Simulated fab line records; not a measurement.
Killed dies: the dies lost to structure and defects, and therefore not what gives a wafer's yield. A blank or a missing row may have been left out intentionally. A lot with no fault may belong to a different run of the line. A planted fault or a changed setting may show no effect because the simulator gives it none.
A lot that was struck, set against a sound lot / flow n5 finfet / 36 steps out of a route of 1938
Sound: these wafers, L352.1, L352.4, L352.6. Wafers L341.2, L341.4, L341.5 were the ones struck. The cause is named last.
Per side, at each step with rows, come the tool, then ch with its chambers, and then its first start. Under that, the readings that differ: sound wafers / struck wafers / difference of the means / sigmas: that difference in standard deviations of wafers without a fault.
alike: words and numbers the same on both sides, and readings whose means are apart by under 2 such deviations; not compared: readings that were withheld, readings missing a value for some wafer, numbers with overlapping values and no deviation given by the record, and bounds like >300 which may hide the same value.
A row with sigmas, a row that says differs or no value, or rows on one side alone: a step with any of these is where the two part. Numbers that have no deviation but don't overlap get no sigmas and don't part them. Lack of a reading on every wafer of one side parts them only where that side has two or more wafers.

first, 11 steps without rows for these wafers: N5_BEOL_M5_SRD_43 (time 30 s); N5_BEOL_M5_CURE_80 (cures SiCOH lowk, time 120 s); N5_BEOL_M5_DEGAS_44 (time 60 s); N5_BEOL_M5_PRE_CLEAN_45 (time 30 s); N5_BEOL_M5_ALD_86 (deposits TaN, pulse time 2 s, purge time 3 s, co reactant purge time 2 s); N5_BEOL_M5_SURFACE_TREAT_87; N5_BEOL_M5_CVD_47 (deposits Co from CCTBA/H2, target thk 3 nm, time 216 s); N5_BEOL_M5_SPUTTER_48 (material Cu, target thk 15 nm, time 27.62 s); N5_BEOL_M5_ANNEAL_49 (time 1800 s); N5_BEOL_M5_SPUTTER_81 (material Cu, target thk 15 nm, time 27.62 s); N5_BEOL_M5_ANNEAL_82 (time 1800 s).
N5_BEOL_M5_SPUTTER_83: material Cu, target thk 15 nm, time 27.62 s.
  sound on pvd sputter-02, day 14 10:38; struck on pvd sputter-02, day 11 05:50
reading=chamber pressure pa (Pa); sound=0.07038 0.06989 0.07029; struck=0.06994 0.06997 0.06972; difference=-0.00031; sigmas=-2
  alike: chuck sensor temp C, substrate temp c, throttle valve pct
then, 23 steps without rows for these wafers: N5_BEOL_M5_ANNEAL_84 (time 1800 s); N5_BEOL_M5_SPUTTER_88 (material Cu, target thk 15 nm, time 27.62 s); N5_BEOL_M5_ANNEAL_89 (time 1800 s); N5_BEOL_M5_SPUTTER_90 (material Cu, target thk 4.5 nm, time 8.29 s); N5_BEOL_M5_ECD_50 (material Cu, target thk 300 nm); N5_BEOL_M5_ANNEAL_51 (time 90 s); N5_BEOL_M5_CMP_52 (polishes, stops on SiCOH lowk, t overpolish 6.9 s, target thk 62 nm); N5_BEOL_M5_PRE_CLEAN_77 (time 15 s); N5_BEOL_M5_CO_CAP_78 (material Co, precursor CCTBA/H2, target thk 2 nm, time 102.1 s); N5_BEOL_M5_PRE_CLEAN_55 (time 15 s); N5_BEOL_M5_DEP_56 (deposits SiCN from 3MS/NH3, target thk 8 nm, time 14 s); N5_BEOL_M6_ILD_DEP_00 (deposits SiCOH lowk from DEMS/porogen, target thk 179.75 nm, time 33.4 s); N5_BEOL_M6_CURE_74 (cures SiCOH lowk, time 240 s); N5_BEOL_M6_PECVD_70 (deposits SiO2 from TEOS/O2, target thk 20 nm, time 22.7 s); N5_BEOL_M6_HM_DEP_02 (deposits TiN, target thk 20 nm); N5_BEOL_M6_COAT_59 (time 60 s, resist thk 100 nm); N5_BEOL_M6_COAT_60 (time 60 s, resist thk 35 nm); N5_BEOL_M6_COAT_05 (resist thk 90 nm); N5_BEOL_M6_EBR_07; N5_BEOL_M6_SOFTBAKE_06 (time 60 s); N5_BEOL_M6_EXPOSE_08 (exposes mask M6); N5_BEOL_M6_PEB_09 (peb time 60 s); N5_BEOL_M6_DEVELOP_10 (develop time 30 s).
-- here the record skips 4 days between the struck wafers' starts before and after, leaving off in module BEOL_M6 and picking up in module PASSIVATION (first step shown: number 1936 of the route) --
N5_PASSIVATION_PROBE_49:
  sound on prober-01, day 18 08:47; struck on prober-02, day 15 01:41
reading=defect limited yield (%); sound=93.1 93.1 93.7; struck=84.5 84.3 82.6; difference=-9.5; sigmas=-6
reading=killed_at_M4_up; sound=11 4 7; struck=100 105 105; difference=+96; sigmas=+18
reading=killed at front end; sound=26 15 22; struck=51 45 71; difference=+35; sigmas=+2
reading=killed dies; sound=81 82 74; struck=183 185 205; difference=+112; sigmas=+7
reading=sort_bin_5_function (%); sound=4.2 3.9 3.8; struck=10.6 9.2 12.0; difference=+6.6; sigmas=+7
reading=sort_bin_6_memory (%); sound=2.6 3.0 2.2; struck=3.6 5.0 4.2; difference=+1.7; sigmas=+2
reading=sort n pass; sound=1099 1098 1106; struck=997 995 975; difference=-112; sigmas=-7
reading=sort yield pct (%); sound=93.1 93.1 93.7; struck=84.5 84.3 82.6; difference=-9.5; sigmas=-6
  alike: killed_at_M0_to_M3, killed at contacts, killed at other, killed open, killed short

## WHERE THEY PART
At N5_BEOL_M5_SPUTTER_83 first; at N5_PASSIVATION_PROBE_49 last (within this record only).

WHY: what the simulator had put in
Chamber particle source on pvd sputter-02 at N5_BEOL_M5_SPUTTER_83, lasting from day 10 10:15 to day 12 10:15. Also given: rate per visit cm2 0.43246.
